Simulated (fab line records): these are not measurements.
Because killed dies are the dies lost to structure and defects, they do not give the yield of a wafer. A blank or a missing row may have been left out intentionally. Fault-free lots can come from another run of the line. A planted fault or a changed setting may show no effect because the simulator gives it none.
A struck lot beside a sound one :: flow nand_harc :: 15 steps out of a route of 1159
Sound: these wafers, L392.1, L392.2, L392.5. Wafers struck: L402.1, L402.3, L402.6. The cause is named last.
For every step that has rows: the tool of each side, followed by ch and its chambers, followed by its first start. Under that, the readings that differ: sound wafers :: struck wafers :: difference of the means :: sigmas: that difference in standard deviations of wafers without a fault.
alike: readings whose means differ by less than 2 such deviations, and words and numbers that are the same on both sides. not compared: withheld readings, readings that some wafer has no value for, bounds like >300 that may hide the same value, and numbers for which the record gives no deviation and whose values overlap.
Wherever a step has rows on one side only, a row that says differs or no value, or a row with sigmas, the two part there. Numbers that have no deviation but don't overlap get no sigmas and don't part them. Lack of a reading on every wafer of one side parts them only where that side has two or more wafers.

first, 4 steps without rows for these wafers: NHARC_P_GATE_EBR_22; NHARC_P_GATE_EXPOSE_23 (exposes mask P GATE, target cd 120 nm); NHARC_P_GATE_PEB_24 (peb time 65 s); NHARC_P_GATE_DEVELOP_25 (develop time 35 s).
NHARC_P_GATE_CD_MEAS_26: target cd 120 nm.
  sound on cd_sem-01 ch 0, day 5 07:42; struck on cd_sem-02 ch 0, day 7 23:31
  alike: cd_nm
NHARC_P_GATE_OVL_MEAS_27:
  sound on overlay-02, day 5 07:48; struck on overlay-01, day 7 23:36
  alike: overlay_x_nm, overlay_y_nm
NHARC_P_GATE_INSPECT_28:
  sound on defect_inspect-01, day 5 07:50; struck on defect_inspect-01, day 7 23:38
  alike: raw_defect_count
NHARC_P_GATE_DESCUM_31: chemistry O2, time 3 s.
  sound on rie_diel-03 ch 2,3, day 5 07:54; struck on rie_diel-03 ch 0,2,3, day 7 23:42
  alike: drypump_motor_current_A, oes_product_au, rf_vpp_V, showerhead_plenum_p_Torr, throttle_valve_pct
  not compared: rf_hours_counter_h
NHARC_P_GATE_ETCH_104: etches the open film in CF4/CHF3, target depth 60 nm.
  sound on rie_diel-03 ch 0,1,2, day 5 07:59; struck on rie_diel-03 ch 0,3, day 7 23:50
  alike: bias_w, cf4_flow_sccm, drypump_motor_current_A, oes_product_au, rf_vpp_V, showerhead_plenum_p_Torr, throttle_valve_pct
NHARC_P_GATE_HM_OPEN_105: chemistry O2/COS, target depth 360 nm.
  sound on rie_diel-03 ch 0,1,2; struck on rie_diel-03 ch 0,1
  alike: drypump_motor_current_A, oes_product_au, rf_vpp_V, showerhead_plenum_p_Torr, throttle_valve_pct
  not compared: rf_hours_counter_h
then, 1 step without rows for these wafers: NHARC_P_GATE_STRIP_106 (strips in O2/COS).
NHARC_P_GATE_ETCH_114: etches the open film in CF4/O2, target depth 30 nm, overetch 3 nm, time 16.5 s.
  sound on rie_diel-03 ch 0,1,2; struck on rie_diel-03 ch 0,1,3
  alike: bias_w, cf4_flow_sccm, drypump_motor_current_A, oes_product_au, rf_vpp_V, showerhead_plenum_p_Torr, throttle_valve_pct
  not compared: rf_hours_counter_h
NHARC_P_GATE_ETCH_32: etches the open film in HBr/Cl2, target depth 150 nm, time 100.1 s.
  sound on rie_si-03 ch 2,3, day 5 08:22; struck on rie_si-04 ch 1,2,3, day 8 00:28
  no value came back on the struck wafers for any of 5 readings (bias_w (W), chamber_pressure_mTorr (mTorr) and others); on the sound wafers bias_w (W) reads 100.12 100.36 100.06
  not compared: rf_hours_counter_h
NHARC_P_GATE_STRIP_108: strips in O2.
  sound on rie_diel-03 ch 1,3, day 5 08:32; struck on rie_diel-03 ch 1,2, day 8 00:47
  alike: drypump_motor_current_A, oes_product_au, rf_vpp_V, showerhead_plenum_p_Torr, throttle_valve_pct
  not compared: rf_hours_counter_h
-- the record jumps here: 14 days lie between the struck wafers' starts before and after (it left off in module P_GATE and takes up again in module END, whose first step shown is number 1159 of the route) --
NHARC_END_SORT_01:
  here the record holds rows for the struck wafers (prober-02 ch 0, day 22 10:59) but none for the sound ones

== WHERE THEY PART ==
Last at NHARC_END_SORT_01 as far as this record goes, first at NHARC_P_GATE_ETCH_32.

WHY: what the simulator had put in
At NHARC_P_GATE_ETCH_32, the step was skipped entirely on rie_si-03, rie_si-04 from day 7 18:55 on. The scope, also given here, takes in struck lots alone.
